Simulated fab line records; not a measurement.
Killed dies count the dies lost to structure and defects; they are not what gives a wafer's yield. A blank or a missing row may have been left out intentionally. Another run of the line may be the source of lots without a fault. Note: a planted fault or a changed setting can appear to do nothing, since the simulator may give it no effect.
Chamber matching    flow n5Finfet    N5_ILD0_ALD_15 on aldSin-04: 4 sister chambers
The step deposits SiNx, target thk 24 nm, pulse time 1 s, ald cycles 480. 8 wafers are shown with their chamber, then 7 later ones without.

## EACH WAFER AND ITS CHAMBER
wafer   chamber  heaterPowerW (W)  heaterPowerOuterW (W)
L207.1  3        648               409
L207.5  3        677               402
L207.6  2        885               492
L209.3  1        772               450
L209.4  0        962               597
L209.6  2        896               475
L210.3  1        775               462
L210.4  0        946               599

## WAFERS WITHOUT THEIR CHAMBER
wafer   heaterPowerW (W)  heaterPowerOuterW (W)
L210.5  754               452
L223.1  680               411
L223.4  898               475
L223.5  886               484
L224.1  757               455
L224.3  681               391
L224.4  961               602

## THE CHAMBER EACH PASSED THROUGH
wafer   from the rows above  in truth
L210.5  1                    1
L223.1  3                    3
L223.4  2                    2
L223.5  2                    2
L224.1  1                    1
L224.3  3                    3
L224.4  0                    0
Placed correctly: 7 of 7. From these rows, 0 cannot be placed. Number placed wrongly: 0.
How it was worked out, from the rows above alone: a wafer's distance from a chamber is the root of the sum, over the readings, of the square of ((its reading less the chamber's mean) divided by the reading's scatter). The wafer belongs to the nearest chamber; if the next one is less than 2 further off, it can't be placed. Each chamber's mean is taken over the wafers shown for it. The scatter: take each reading less its chamber's mean, square it, sum over the shown wafers, divide by the number of wafers less the number of chambers, and take the root.
